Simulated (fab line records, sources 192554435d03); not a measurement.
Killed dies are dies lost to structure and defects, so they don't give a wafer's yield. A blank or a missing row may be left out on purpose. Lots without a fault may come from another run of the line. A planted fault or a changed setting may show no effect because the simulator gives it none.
fab line records | flow n5_finfet
record lots=5 wafers=15 last_day=17
route steps=1938 shown BEOL_M13@1715 BEOL_M14@1716
lots that met no fault: from a run of the same line without faults
start_h: hours from the record's first day to the start of the lot's first wafer shown | wait_h: hours since the lot's step before | " the same as in the row above | L1.1+2: a row that stands for several wafers | - no value, or no start given | * or withheld: withheld | < > ~ a bound
route shown NAME@n: a module of which the file shows steps, and the number in the route of the first | usual: mean/standard deviation of fault-free wafers | same: alike in all rows | chamber/n: place in a boat | sites: the reading at each site | _std_site: their standard deviation | _edge_site: outer sites' mean less inner sites' | radius_mm: how far each site lies from the wafer's centre | mask NAME#n: copy n | behind: the tool/chamber that last shaped the wafer | hold: why the lot was held/for how many hours/how that ended | device: the transistor (n, p or np) that didn't switch | end of line: the same wafers' tests at the end of the route | a step without rows: its recipe alone | killed: dies lost to structure and defects at the first sort, not the wafer's yield | map: a wafer's dies, x killed, . not, _ none there
set.NAME: the setting as run; set.NAME@STEP: as run at that earlier step | model.NAME: the simulator's own value behind a step, which no gauge read
lots at some steps of the route; a table a step, a row a wafer
services: from which hour (start_h, from the record's first day; less than 0 if before it) a tool's chamber was out of use, for how many hours, and why
## steps
# step N5_BEOL_M13_INSPECT_55
# recipe inspect_instrument=darkfield mode=post_dep
# usual raw_defect_count=76/30
# columns lot.wafer tool chamber start_h wait_h raw_defect_count
L081.1 defect_inspect-02 - 271.54 0.0 78
L081.4 " - " " 71
L081.5 " - " " 64
L088.1 defect_inspect-02 - 320.63 0.0 50
L088.2 " - " " 72
L088.3 " - " " 45
L086.1 defect_inspect-02 - 329.80 0.0 56
L086.4 " - " " 62
L086.5 " - " " 46
L092.4 defect_inspect-01 - 350.01 0.0 31
L092.5 " - " " 56
L092.6 " - " " 50
L095.1 defect_inspect-01 - 381.53 0.0 59
L095.3 " - " " 76
L095.4 " - " " 71
# step N5_BEOL_M14_ILD_DEP_00
# recipe material=SiO2 target_thk_a=11193 temp_c=400 precursor=TEOS/O2 pressure_torr=6.5 rf_w=900 teos_flow_sccm=161.4 gas=O2 flow_sccm=2650 time_s=237.4
# usual heater_power_w=498/84 showerhead_plenum_p_Torr=8.35/0.059 throttle_valve_pct=18.6/1.6
# columns lot.wafer tool chamber start_h wait_h heater_power_w showerhead_plenum_p_Torr throttle_valve_pct
L081.1 pecvd-03 0 271.58 0.0 385 8.40 21.0
L081.4 " 1 " " 549 8.27 17.2
L081.5 " 2 " " 498 8.30 16.9
L088.1 pecvd-01 1 320.66 0.0 705 8.39 20.2
L088.2 " 2 " " 542 8.29 17.0
L088.3 " 0 " " 518 8.45 18.1
L086.1 pecvd-01 0 329.83 0.0 585 8.43 18.3
L086.4 " 0 " " 454 8.42 18.5
L086.5 " 0 " " 539 8.44 18.2
L092.4 pecvd-01 1 350.12 0.1 527 8.39 20.3
L092.5 " 0 " " 456 8.44 18.4
L092.6 " 2 " " 459 8.27 17.2
L095.1 pecvd-02 1 381.56 0.0 389 8.43 21.1
L095.3 " 0 " " 476 8.35 17.4
L095.4 " 0 " " 512 8.34 17.4
# step N5_BEOL_M14_THK_MEAS_01
# recipe reads=SiO2_of_BEOL_M14_ILD_DEP_00
# usual M14_ILD_THK=1121/15
# columns lot.wafer tool chamber start_h wait_h M14_ILD_THK[nm]
L081.1 film_metro-02 - 271.77 0.1 1140
L081.4 " - " " 1143
L081.5 " - " " 1120
L088.1 film_metro-01 - 320.85 0.1 1125
L088.2 " - " " 1115
L088.3 " - " " 1109
L086.1 film_metro-01 - 330.10 0.2 1115
L086.4 " - " " 1145
L086.5 " - " " 1140
L092.4 film_metro-01 - 350.23 0.0 1129
L092.5 " - " " 1131
L092.6 " - " " 1096
L095.1 film_metro-01 - 381.77 0.1 1118
L095.3 " - " " 1110
L095.4 " - " " 1128
# step N5_BEOL_M14_COAT_58
# recipe resist=BARC temp_c=205 time_s=60 spin_rpm=1500 resist_thk_nm=89
# columns lot.wafer tool chamber start_h wait_h
L081.1+4+5 litho_track-05 0 271.80 0.0
L088.1+2+3 litho_track-02 0 320.89 0.0
L086.1+4+5 litho_track-02 0 330.13 0.0
L092.4+5+6 litho_track-05 0 350.27 0.0
L095.1+3+4 litho_track-03 0 381.80 0.0
# step N5_BEOL_M14_COAT_04
# recipe spin_rpm=1704 resist_thk_nm=800
# columns lot.wafer tool chamber start_h wait_h
L081.1+4+5 litho_track-05 0 - -
L088.1+2+3 litho_track-02 0 - -
L086.1+4+5 litho_track-02 0 - -
L092.4+5+6 litho_track-05 0 - -
L095.1+3+4 litho_track-03 0 - -
# step N5_BEOL_M14_EBR_06
# recipe solvent=PGMEA ebr_width_mm=1.5
# columns lot.wafer tool chamber start_h wait_h
L081.1+4+5 litho_track-05 0 - -
L088.1+2+3 litho_track-02 0 - -
L086.1+4+5 litho_track-02 0 - -
L092.4+5+6 litho_track-05 0 - -
L095.1+3+4 litho_track-03 0 - -
# step N5_BEOL_M14_SOFTBAKE_05
# recipe temp_c=130 time_s=60
# columns lot.wafer tool chamber start_h wait_h
L081.1+4+5 litho_track-05 0 - -
L088.1+2+3 litho_track-02 0 - -
L086.1+4+5 litho_track-02 0 - -
L092.4+5+6 litho_track-05 0 - -
L095.1+3+4 litho_track-03 0 - -
# step N5_BEOL_M14_EXPOSE_07
# recipe mask_id=V13 na=0.8 source_shape=annular sigma_inner=0.5 sigma_outer=0.8 polarization=unpolarized attpsm_phase_deg=180 dose_mj=57
# usual focus_offset_nm=0.0/0.53
# columns lot.wafer tool chamber start_h wait_h mask focus_offset_nm
L081.1 krf_scanner-02 0 272.02 - V13#0 -0.4
L081.4 " 0 " " V13#0 -0.2
L081.5 " 0 " " V13#0 0.2
L088.1 krf_scanner-01 0 321.11 - V13#0 -1.3
L088.2 " 0 " " V13#0 -0.4
L088.3 " 0 " " V13#0 -0.9
L086.1 krf_scanner-01 0 330.36 - V13#0 -1.0
L086.4 " 0 " " V13#0 -0.6
L086.5 " 0 " " V13#0 0.8
L092.4 krf_scanner-02 0 350.51 - V13#0 0.0
L092.5 " 0 " " V13#0 1.0
L092.6 " 0 " " V13#0 -0.3
L095.1 krf_scanner-01 0 381.90 - V13#0 0.2
L095.3 " 0 " " V13#0 0.4
L095.4 " 0 " " V13#0 -0.6
# step N5_BEOL_M14_PEB_08
# recipe peb_temp_c=130 peb_time_s=90
# columns lot.wafer tool chamber start_h wait_h
L081.1+4+5 litho_track-02 0 272.08 0.1
L088.1+2+3 litho_track-05 0 321.17 0.1
L086.1+4+5 litho_track-02 0 330.42 0.1
L092.4+5+6 litho_track-03 0 350.55 0.0
L095.1+3+4 litho_track-05 0 381.96 0.1
# step N5_BEOL_M14_DEVELOP_09
# recipe develop_time_s=45 rinse_liquid=diw dry=air_spin dev_temp_c=21
# columns lot.wafer tool chamber start_h wait_h
L081.1+4+5 litho_track-02 0 - -
L088.1+2+3 litho_track-05 0 - -
L086.1+4+5 litho_track-02 0 - -
L092.4+5+6 litho_track-03 0 - -
L095.1+3+4 litho_track-05 0 - -
# step N5_BEOL_M14_HARDBAKE_14
# recipe temp_c=130 time_s=120
# columns lot.wafer tool chamber start_h wait_h
L081.1+4+5 litho_track-02 0 - -
L088.1+2+3 litho_track-05 0 - -
L086.1+4+5 litho_track-02 0 - -
L092.4+5+6 litho_track-03 0 - -
L095.1+3+4 litho_track-05 0 - -
# step N5_BEOL_M14_CD_MEAS_10
# recipe target_cd_nm=250 landing_energy_ev=500 detector=se_inlens polarity=opening
# usual cd_nm=250.1/1.7
# columns lot.wafer tool chamber start_h wait_h cd_nm
L081.1 cd_sem-01 0 272.20 - 251.0
L081.4 " 0 " " 251.5
L081.5 " 0 " " 252.3
L088.1 cd_sem-03 0 321.29 - 247.0
L088.2 " 0 " " 249.4
L088.3 " 0 " " 252.2
L086.1 cd_sem-02 0 330.53 - 249.1
L086.4 " 0 " " 248.1
L086.5 " 0 " " 249.6
L092.4 cd_sem-02 0 350.67 - 249.2
L092.5 " 0 " " 250.0
L092.6 " 0 " " 247.6
L095.1 cd_sem-01 0 382.07 - 245.9
L095.3 " 0 " " 247.3
L095.4 " 0 " " 248.1
# step N5_BEOL_M14_OVL_MEAS_11
# recipe points_per_wafer=44
# usual V13_OVL=-2/5.5
# columns lot.wafer tool chamber start_h wait_h V13_OVL[nm]
L081.1 overlay-01 0 272.23 0.0 -4
L081.4 " 0 " " 1
L081.5 " 0 " " 1
L088.1 overlay-02 0 321.32 0.0 2
L088.2 " 0 " " 5
L088.3 " 0 " " 1
L086.1 overlay-01 0 330.56 0.0 -1
L086.4 " 0 " " 3
L086.5 " 0 " " 0
L092.4 overlay-02 0 350.70 0.0 -3
L092.5 " 0 " " -1
L092.6 " 0 " " -4
L095.1 overlay-01 0 382.10 0.0 1
L095.3 " 0 " " -5
L095.4 " 0 " " 6
# step N5_BEOL_M14_INSPECT_12
# recipe mode=adi inspect_instrument=macro
# usual raw_defect_count=1.9/1.4
# columns lot.wafer tool chamber start_h wait_h raw_defect_count
L081.1 defect_inspect-02 - 272.25 0.0 5
L081.4 " - " " 2
L081.5 " - " " 0
L088.1 defect_inspect-02 - 321.34 0.0 0
L088.2 " - " " 2
L088.3 " - " " 2
L086.1 defect_inspect-01 - 330.59 0.0 1
L086.4 " - " " 2
L086.5 " - " " 1
L092.4 defect_inspect-01 - 350.72 0.0 2
L092.5 " - " " 4
L092.6 " - " " 6
L095.1 defect_inspect-02 - 382.13 0.0 4
L095.3 " - " " 1
L095.4 " - " " 1
# step N5_BEOL_M14_DESCUM_15
# recipe chemistry=O2 time_s=7.9 source_power_w=50 bias_power_w=20 pressure_mtorr=20 rf_frequency_hz=2.712e+07 temp_c=40 o2_flow_sccm=225
# usual drypump_motor_current_A=5.6/0.41 oes_product_au=0.80/0.095 rf_vpp_V=242.7/1.4 showerhead_plenum_p_Torr=2.06/0.076 throttle_valve_pct=20.45/0.2
# columns lot.wafer tool chamber start_h wait_h drypump_motor_current_A oes_product_au rf_hours_counter_h rf_vpp_V showerhead_plenum_p_Torr throttle_valve_pct
L081.1 rie_diel-02 3 272.29 0.0 5.2 0.80 83 242.4 2.02 20.52
L081.4 " 2 " " 4.8 0.72 - 243.9 2.17 20.49
L081.5 " 3 " " 5.2 0.80 - 241.7 2.02 20.52
L088.1 rie_diel-02 3 321.59 0.2 5.2 0.78 101 241.1 2.01 20.51
L088.2 " 0 " " 5.9 0.96 14 244.1 2.15 20.31
L088.3 " 2 " " 4.8 0.71 233 243.6 2.16 20.52
L086.1 rie_diel-04 3 331.13 0.5 5.5 0.73 174 242.4 2.02 20.61
L086.4 " 2 " " 6.0 0.97 5 241.3 2.04 20.15
L086.5 " 3 " " 5.5 0.73 - 242.2 2.02 20.61
L092.4 rie_diel-06 2 351.07 0.3 5.5 0.71 239 243.3 2.06 20.80
L092.5 " 1 " " 6.2 0.82 - 242.4 2.00 20.51
L092.6 " 0 " " 5.7 0.86 - 240.9 2.02 20.17
L095.1 rie_diel-06 3 382.16 0.0 5.5 0.77 138 242.9 2.01 20.41
L095.3 " 0 " " 5.7 0.84 67 242.2 2.02 20.17
L095.4 " 1 " " 6.2 0.80 - 242.6 1.99 20.54
# step N5_BEOL_M14_ETCH_59
# recipe chemistry=N2/H2 target=BARC target_depth_a=890 overetch_a=267 time_s=67.9 ion_energy_ev=200 pressure_mtorr=30 source_w=840 bias_w=150 n2_flow_sccm=200 h2_flow_sccm=200
# usual drypump_motor_current_A=5.6/0.4 oes_product_au=0.68/0.079 rf_vpp_V=523.0/2.4 showerhead_plenum_p_Torr=2.51/0.087 throttle_valve_pct=17.9/0.35
# columns lot.wafer tool chamber start_h wait_h drypump_motor_current_A oes_product_au rf_hours_counter_h rf_vpp_V showerhead_plenum_p_Torr throttle_valve_pct
L081.1 rie_diel-02 3 272.32 0.0 5.2 0.69 83 521.6 2.49 18.2
L081.4 " 2 " " 4.8 0.62 - 527.4 2.63 17.9
L081.5 " 3 " " 5.2 0.69 - 521.2 2.49 18.2
L088.1 rie_diel-02 3 321.62 0.0 5.2 0.68 101 521.3 2.48 18.2
L088.2 " 0 " " 5.9 0.81 14 525.3 2.60 17.5
L088.3 " 2 " " 4.8 0.61 233 525.6 2.62 18.0
L086.1 rie_diel-04 3 331.17 0.0 5.5 0.63 174 520.0 2.39 17.6
L086.4 " 2 " " 6.0 0.81 5 524.8 2.48 17.4
L086.5 " 3 " " 5.5 0.62 - 521.1 2.39 17.6
L092.4 rie_diel-06 2 351.10 0.0 5.5 0.60 239 523.4 2.53 18.5
L092.5 " 1 " " 6.1 0.70 - 521.8 2.46 18.1
L092.6 " 0 " " 5.7 0.73 - 522.8 2.49 17.8
L095.1 rie_diel-06 3 382.20 0.0 5.5 0.66 138 522.5 2.44 17.9
L095.3 " 0 " " 5.7 0.71 67 521.2 2.49 17.8
L095.4 " 1 " " 6.2 0.70 - 522.1 2.45 18.1
# step N5_BEOL_M14_VIA_ETCH_16
# recipe chemistry=C4F8/O2/Ar target=SiO2 he_inner_torr=15 he_outer_torr=30 target_depth_a=12313 time_s=withheld ion_energy_ev=800 pressure_mtorr=20 source_w=1905 bias_w=2040 Ar_flow_sccm=400 C4F8_flow_sccm=16 O2_flow_sccm=12 ends=cleared
# usual drypump_motor_current_A=5.6/0.41 oes_product_au=0.72/0.085 rf_vpp_V=2199/57 showerhead_plenum_p_Torr=3.39/0.09 throttle_valve_pct=30.9/0.36
# columns lot.wafer tool chamber start_h wait_h drypump_motor_current_A oes_product_au rf_vpp_V showerhead_plenum_p_Torr throttle_valve_pct
L081.1 rie_diel-02 3 272.37 0.0 5.2 0.75 2223 3.34 31.2
L081.4 " 2 " " 4.8 0.65 2186 3.48 30.4
L081.5 " 3 " " 5.2 0.75 2224 3.34 31.2
L088.1 rie_diel-02 3 321.67 0.0 5.2 0.72 2221 3.34 31.2
L088.2 " 0 " " 5.9 0.85 2274 3.52 30.8
L088.3 " 2 " " 4.8 0.63 2187 3.47 30.4
L086.1 rie_diel-04 3 331.22 0.0 5.5 0.66 2192 3.34 31.2
L086.4 " 2 " " 6.0 0.86 2136 3.37 30.7
L086.5 " 3 " " 5.5 0.66 2192 3.34 31.2
L092.4 rie_diel-06 2 351.15 0.0 5.5 0.62 2262 3.37 31.1
L092.5 " 1 " " 6.2 0.74 2327 3.31 31.0
L092.6 " 0 " " 5.7 0.78 2080 3.37 30.9
L095.1 rie_diel-06 3 382.25 0.0 5.5 0.70 2223 3.35 31.2
L095.3 " 0 " " 5.7 0.77 2078 3.36 30.9
L095.4 " 1 " " 6.2 0.72 2326 3.30 31.0
# step N5_BEOL_M14_STRIP_63
# recipe chemistry=O2 power_w=600 temp_c=60 pressure_mtorr=30 rf_frequency_hz=6e+07 bias_power_w=0 overash_fraction=0.3 o2_flow_sccm=225
# usual drypump_motor_current_A=5.5/0.41 oes_product_au=0.79/0.095 rf_vpp_V=3.7/0.74 showerhead_plenum_p_Torr=2.06/0.076 throttle_valve_pct=16.69/0.22
# columns lot.wafer tool chamber start_h wait_h drypump_motor_current_A oes_product_au rf_hours_counter_h rf_vpp_V showerhead_plenum_p_Torr throttle_valve_pct
L081.1 rie_diel-02 3 - - 5.2 0.81 84 2.2 2.02 16.72
L081.4 " 2 " " 4.8 0.72 - 4.1 2.17 16.75
L081.5 " 3 " " 5.2 0.79 - 4.4 2.02 16.74
L088.1 rie_diel-02 3 - - 5.2 0.76 101 3.6 2.01 16.77
L088.2 " 0 " " 5.9 0.95 14 4.4 2.16 16.42
L088.3 " 2 " " 4.8 0.69 233 2.8 2.16 16.80
L086.1 rie_diel-04 3 - - 5.5 0.72 175 4.1 2.02 16.87
L086.4 " 2 " " 6.0 0.96 5 2.5 2.05 16.33
L086.5 " 3 " " 5.5 0.72 - 2.6 2.02 16.85
L092.4 rie_diel-06 2 - - 5.5 0.71 239 4.4 2.07 17.04
L092.5 " 1 " " 6.2 0.82 - 3.3 2.00 16.77
L092.6 " 0 " " 5.7 0.85 - 3.2 2.03 16.40
L095.1 rie_diel-06 3 - - 5.5 0.76 138 2.7 2.01 16.68
L095.3 " 0 " " 5.7 0.83 67 3.9 2.02 16.42
L095.4 " 1 " " 6.2 0.80 - 5.0 2.00 16.79
# step N5_BEOL_M14_STRIP_64
# recipe chemistry=O2 power_w=600 temp_c=60 pressure_mtorr=30 rf_frequency_hz=6e+07 bias_power_w=0 overash_fraction=0.3 o2_flow_sccm=225
# usual drypump_motor_current_A=5.5/0.41 oes_product_au=0.80/0.096 rf_vpp_V=3.6/0.49 showerhead_plenum_p_Torr=2.06/0.076 throttle_valve_pct=16.69/0.22
# columns lot.wafer tool chamber start_h wait_h drypump_motor_current_A oes_product_au rf_hours_counter_h rf_vpp_V showerhead_plenum_p_Torr throttle_valve_pct
L081.1 rie_diel-02 3 - - 5.2 0.80 84 3.6 2.02 16.72
L081.4 " 2 " " 4.8 0.72 - 4.1 2.17 16.77
L081.5 " 3 " " 5.2 0.80 - 3.6 2.02 16.73
L088.1 rie_diel-02 3 - - 5.2 0.78 101 3.4 2.01 16.77
L088.2 " 0 " " 5.9 0.96 14 4.0 2.16 16.44
L088.3 " 2 " " 4.8 0.70 233 3.5 2.17 16.82
L086.1 rie_diel-04 3 - - 5.5 0.73 175 3.5 2.02 16.86
L086.4 " 2 " " 6.0 0.97 6 4.1 2.05 16.35
L086.5 " 3 " " 5.5 0.72 - 3.3 2.02 16.88
L092.4 rie_diel-06 2 - - 5.5 0.71 239 3.2 2.07 17.05
L092.5 " 1 " " 6.2 0.83 - 3.2 2.00 16.79
L092.6 " 0 " " 5.7 0.86 - 3.9 2.03 16.41
L095.1 rie_diel-06 3 - - 5.5 0.78 138 4.1 2.01 16.66
L095.3 " 0 " " 5.7 0.85 67 3.5 2.02 16.44
L095.4 " 1 " " 6.2 0.81 - 4.7 2.00 16.81
# step N5_BEOL_M14_STRIP_71
# recipe chemistry=post_etch_residue_remover time_s=60 temp_c=25 remover_ph=withheld remover_water_wt_pct=withheld remover_fluoride_wt_pct=withheld
# columns lot.wafer tool chamber start_h wait_h
L081.1+4+5 wet_bench-04 6,0,3 272.66 -
L088.1+2+3 wet_bench-02 7,6,0 321.96 -
L086.1+4+5 wet_bench-02 3,4,2 331.51 -
L092.4+5+6 wet_bench-02 2,1,7 351.44 -
L095.1+3+4 wet_bench-04 3,6,2 382.54 -
# step N5_BEOL_M14_SRD_72
# recipe time_s=30 temp_c=23 rinse_liquid=diw dry=n2_spin spin_rpm=1500 dry_time_s=30
# columns lot.wafer tool chamber start_h wait_h
L081.1+4+5 wet_bench-04 6,0,3 272.68 0.0
L088.1+2+3 wet_bench-02 7,6,0 321.98 0.0
L086.1+4+5 wet_bench-02 3,4,2 331.53 0.0
L092.4+5+6 wet_bench-02 2,1,7 351.46 0.0
L095.1+3+4 wet_bench-04 3,6,2 382.56 0.0
# step N5_BEOL_M14_CD_MEAS_17
# recipe target_cd_nm=250 polarity=opening
# usual cd_nm=250.9/2.4
# columns lot.wafer tool chamber start_h wait_h cd_nm
L081.1 cd_sem-02 - 272.72 0.0 253.5
L081.4 " - " " 252.6
L081.5 " - " " 254.6
L088.1 cd_sem-01 - 322.02 0.0 249.1
L088.2 " - " " 249.1
L088.3 " - " " 254.9
L086.1 cd_sem-02 - 331.57 0.0 248.0
L086.4 " - " " 253.1
L086.5 " - " " 249.6
L092.4 cd_sem-03 - 351.50 0.0 247.5
L092.5 " - " " 250.5
L092.6 " - " " 250.8
L095.1 cd_sem-02 - 382.60 0.0 247.9
L095.3 " - " " 250.9
L095.4 " - " " 249.7
# step N5_BEOL_M14_COAT_65
# recipe resist=SOC temp_c=250 time_s=60 spin_rpm=1500 resist_thk_nm=450
# columns lot.wafer tool chamber start_h wait_h
L081.1+4+5 litho_track-05 0 272.76 0.0
L088.1+2+3 litho_track-02 0 322.06 0.0
L086.1+4+5 litho_track-02 0 331.61 0.0
L092.4+5+6 litho_track-02 0 351.54 0.0
L095.1+3+4 litho_track-05 0 382.63 0.0
# step N5_BEOL_M14_COAT_66
# recipe resist=SiARC temp_c=220 time_s=60 spin_rpm=1500 resist_thk_nm=110
# columns lot.wafer tool chamber start_h wait_h
L081.1+4+5 litho_track-05 0 - -
L088.1+2+3 litho_track-02 0 - -
L086.1+4+5 litho_track-02 0 - -
L092.4+5+6 litho_track-02 0 - -
L095.1+3+4 litho_track-05 0 - -
# step N5_BEOL_M14_COAT_22
# recipe spin_rpm=2888 resist_thk_nm=300
# columns lot.wafer tool chamber start_h wait_h
L081.1+4+5 litho_track-05 0 - -
L088.1+2+3 litho_track-02 0 - -
L086.1+4+5 litho_track-02 0 - -
L092.4+5+6 litho_track-02 0 - -
L095.1+3+4 litho_track-05 0 - -
# step N5_BEOL_M14_EBR_24
# recipe solvent=PGMEA ebr_width_mm=1.5
# columns lot.wafer tool chamber start_h wait_h
L081.1+4+5 litho_track-05 0 - -
L088.1+2+3 litho_track-02 0 - -
L086.1+4+5 litho_track-02 0 - -
L092.4+5+6 litho_track-02 0 - -
L095.1+3+4 litho_track-05 0 - -
# step N5_BEOL_M14_SOFTBAKE_23
# recipe temp_c=130 time_s=60
# columns lot.wafer tool chamber start_h wait_h
L081.1+4+5 litho_track-05 0 - -
L088.1+2+3 litho_track-02 0 - -
L086.1+4+5 litho_track-02 0 - -
L092.4+5+6 litho_track-02 0 - -
L095.1+3+4 litho_track-05 0 - -
# step N5_BEOL_M14_EXPOSE_25
# recipe mask_id=M14 na=0.8 source_shape=annular sigma_inner=0.5 sigma_outer=0.8 polarization=unpolarized target_cd_nm=280 dose_mj=26.6
# usual focus_offset_nm=-0.1/0.51
# columns lot.wafer tool chamber start_h wait_h mask focus_offset_nm
L081.1 krf_scanner-02 0 272.88 - M14#0 -0.4
L081.4 " 0 " " M14#0 0.2
L081.5 " 0 " " M14#0 0.1
L088.1 krf_scanner-02 0 322.30 - M14#0 0.8
L088.2 " 0 " " M14#0 -0.5
L088.3 " 0 " " M14#0 0.0
L086.1 krf_scanner-02 0 331.72 - M14#0 -0.2
L086.4 " 0 " " M14#0 -0.7
L086.5 " 0 " " M14#0 -0.6
L092.4 krf_scanner-01 0 351.80 - M14#0 -1.0
L092.5 " 0 " " M14#0 -0.7
L092.6 " 0 " " M14#0 0.2
L095.1 krf_scanner-01 0 382.75 - M14#0 -0.5
L095.3 " 0 " " M14#0 0.0
L095.4 " 0 " " M14#0 -0.8
# step N5_BEOL_M14_PEB_26
# recipe peb_temp_c=130 peb_time_s=90
# columns lot.wafer tool chamber start_h wait_h
L081.1+4+5 litho_track-05 0 272.93 0.1
L088.1+2+3 litho_track-02 0 322.36 0.1
L086.1+4+5 litho_track-05 0 331.78 0.1
L092.4+5+6 litho_track-02 0 351.84 0.0
L095.1+3+4 litho_track-03 0 382.81 0.1
# step N5_BEOL_M14_DEVELOP_27
# recipe develop_time_s=45 rinse_liquid=diw dry=air_spin dev_temp_c=21
# columns lot.wafer tool chamber start_h wait_h
L081.1+4+5 litho_track-05 0 - -
L088.1+2+3 litho_track-02 0 - -
L086.1+4+5 litho_track-05 0 - -
L092.4+5+6 litho_track-02 0 - -
L095.1+3+4 litho_track-03 0 - -
# step N5_BEOL_M14_HARDBAKE_32
# recipe temp_c=130 time_s=120
# columns lot.wafer tool chamber start_h wait_h
L081.1+4+5 litho_track-05 0 - -
L088.1+2+3 litho_track-02 0 - -
L086.1+4+5 litho_track-05 0 - -
L092.4+5+6 litho_track-02 0 - -
L095.1+3+4 litho_track-03 0 - -
# step N5_BEOL_M14_CD_MEAS_28
# recipe target_cd_nm=284.4 landing_energy_ev=500 detector=se_inlens
# usual cd_nm=285.8/2.2
# columns lot.wafer tool chamber start_h wait_h cd_nm
L081.1 cd_sem-01 0 273.05 - 286.2
L081.4 " 0 " " 284.7
L081.5 " 0 " " 286.6
L088.1 cd_sem-02 0 322.47 - 286.1
L088.2 " 0 " " 288.3
L088.3 " 0 " " 286.3
L086.1 cd_sem-02 0 331.90 - 281.2
L086.4 " 0 " " 284.9
L086.5 " 0 " " 282.7
L092.4 cd_sem-01 0 351.96 - 287.1
L092.5 " 0 " " 287.5
L092.6 " 0 " " 284.9
L095.1 cd_sem-01 0 382.92 - 285.2
L095.3 " 0 " " 288.6
L095.4 " 0 " " 284.5
# step N5_BEOL_M14_OVL_MEAS_29
# recipe points_per_wafer=44
# usual M14_OVL=-3/6
# columns lot.wafer tool chamber start_h wait_h M14_OVL[nm]
L081.1 overlay-02 0 273.08 0.0 4
L081.4 " 0 " " -5
L081.5 " 0 " " -4
L088.1 overlay-01 0 322.50 0.0 -4
L088.2 " 0 " " 4
L088.3 " 0 " " -9
L086.1 overlay-01 0 331.93 0.0 -8
L086.4 " 0 " " -3
L086.5 " 0 " " -4
L092.4 overlay-02 0 351.98 0.0 -6
L092.5 " 0 " " -4
L092.6 " 0 " " -5
L095.1 overlay-01 0 382.95 0.0 3
L095.3 " 0 " " -3
L095.4 " 0 " " 5
# step N5_BEOL_M14_INSPECT_30
# recipe mode=adi inspect_instrument=macro
# usual raw_defect_count=2.0/1.4
# columns lot.wafer tool chamber start_h wait_h raw_defect_count
L081.1 defect_inspect-01 - 273.10 0.0 2
L081.4 " - " " 1
L081.5 " - " " 1
L088.1 defect_inspect-01 - 322.53 0.0 4
L088.2 " - " " 1
L088.3 " - " " 7
L086.1 defect_inspect-02 - 331.95 0.0 1
L086.4 " - " " 2
L086.5 " - " " 2
L092.4 defect_inspect-02 - 352.01 0.0 2
L092.5 " - " " 1
L092.6 " - " " 3
L095.1 defect_inspect-02 - 382.98 0.0 4
L095.3 " - " " 4
L095.4 " - " " 0
# step N5_BEOL_M14_DESCUM_33
# recipe chemistry=O2 time_s=7.9 source_power_w=50 bias_power_w=20 pressure_mtorr=20 rf_frequency_hz=2.712e+07 temp_c=40 o2_flow_sccm=225
# usual drypump_motor_current_A=5.6/0.38 oes_product_au=0.81/0.092 rf_vpp_V=242.8/1.2 showerhead_plenum_p_Torr=2.06/0.073 throttle_valve_pct=20.43/0.21
# columns lot.wafer tool chamber start_h wait_h drypump_motor_current_A oes_product_au rf_hours_counter_h rf_vpp_V showerhead_plenum_p_Torr throttle_valve_pct
L081.1 rie_diel-04 2 273.14 0.0 6.0 0.69 240 243.4 2.05 20.43
L081.4 " 0 " " 6.1 0.70 245 243.3 2.17 20.62
L081.5 " 1 " " 5.1 0.74 - 243.3 1.98 20.70
L088.1 rie_diel-06 3 322.56 0.0 5.5 0.80 117 240.9 2.01 20.36
L088.2 " 2 " " 5.5 0.70 231 242.8 2.06 20.81
L088.3 " 1 " " 6.2 0.83 92 241.8 2.00 20.52
L086.1 rie_diel-04 3 331.98 0.0 5.5 0.73 175 243.1 2.02 20.61
L086.4 " 2 " " 6.0 0.97 6 242.8 2.04 20.14
L086.5 " 0 " " 6.1 0.94 - 243.2 2.16 20.31
L092.4 rie_diel-04 3 352.04 0.0 5.5 0.71 181 243.5 2.01 20.63
L092.5 " 1 " " 5.1 0.70 - 241.8 1.97 20.72
L092.6 " 0 " " 6.1 0.92 - 244.7 2.16 20.34
L095.1 rie_diel-06 3 383.01 0.0 5.5 0.78 138 243.1 2.01 20.40
L095.3 " 1 " " 6.2 0.81 112 242.9 1.99 20.53
L095.4 " 1 " " 6.1 0.81 - 242.1 1.99 20.54
# step N5_BEOL_M14_ETCH_67
# recipe chemistry=CF4 target=SiARC target_depth_a=1430 time_s=238.3 ion_energy_ev=80 pressure_mtorr=40 source_w=545 bias_w=36 Ar_flow_sccm=100 cf4_flow_sccm=100 ends=cleared
# usual drypump_motor_current_A=5.6/0.38 etch_rf_on_time_s=239/7.1 oes_product_au=0.69/0.078 rf_vpp_V=183.7/1 showerhead_plenum_p_Torr=2.11/0.058 throttle_valve_pct=15.62/0.26
# columns lot.wafer tool chamber start_h wait_h drypump_motor_current_A etch_rf_on_time_s oes_product_au rf_hours_counter_h rf_vpp_V showerhead_plenum_p_Torr throttle_valve_pct
L081.1 rie_diel-04 2 273.17 0.0 6.0 241 0.58 240 184.0 2.10 15.70
L081.4 " 0 " " 6.1 240 0.59 245 184.0 2.18 15.67
L081.5 " 1 " " 5.1 238 0.63 - 183.4 2.05 15.98
L088.1 rie_diel-06 3 322.60 0.0 5.5 242 0.68 117 183.0 2.08 15.66
L088.2 " 2 " " 5.5 254 0.59 231 182.9 2.11 15.94
L088.3 " 1 " " 6.2 241 0.71 92 182.0 2.07 15.83
L086.1 rie_diel-04 3 332.02 0.0 5.5 229 0.64 175 182.5 2.07 15.80
L086.4 " 2 " " 6.0 238 0.82 6 183.5 2.09 15.26
L086.5 " 0 " " 6.1 238 0.80 - 185.2 2.17 15.22
L092.4 rie_diel-04 3 352.07 0.0 5.5 234 0.63 181 183.3 2.06 15.82
L092.5 " 1 " " 5.1 243 0.59 - 183.3 2.04 16.07
L092.6 " 0 " " 6.1 240 0.78 - 184.9 2.17 15.24
L095.1 rie_diel-06 3 383.05 0.0 5.5 240 0.66 138 183.4 2.08 15.70
L095.3 " 1 " " 6.2 242 0.68 112 184.2 2.07 15.90
L095.4 " 1 " " 6.1 241 0.68 - 182.0 2.07 15.86
## services
# columns tool chamber start_h hours kind
rie_diel-06 0 247.66 11.7 repair
krf_scanner-01 - 259.16 0.8 pm
pecvd-01 - 270.76 0.9 repair
krf_scanner-01 - 273.36 1.0 pm
rie_diel-04 3 275.02 10.0 repair
rie_diel-06 3 280.34 5.1 repair
rie_diel-04 0 285.05 - clean
rie_diel-04 0 285.05 - consumable_replace:focus_ring
rie_diel-04 0 285.05 18.8 scheduled_down
pecvd-03 0 305.82 12.4 repair
krf_scanner-01 - 312.11 1.3 pm
krf_scanner-02 - 316.76 4.4 pm
litho_track-05 - 317.83 - consumable_replace:filter
pecvd-03 - 329.15 14.6 pm
pecvd-03 - 351.09 5.5 pm
rie_diel-04 2 361.65 6.5 repair
krf_scanner-02 - 361.97 1.3 pm
krf_scanner-02 - 363.51 0.8 pm
krf_scanner-02 - 369.42 1.0 pm
pecvd-03 1 379.09 4.7 repair
rie_diel-06 2 379.64 - clean
rie_diel-06 2 379.64 - consumable_replace:focus_ring
rie_diel-06 2 379.64 17.8 scheduled_down
rie_diel-06 2 379.64 17.8 vent_cycle
## key
fault none
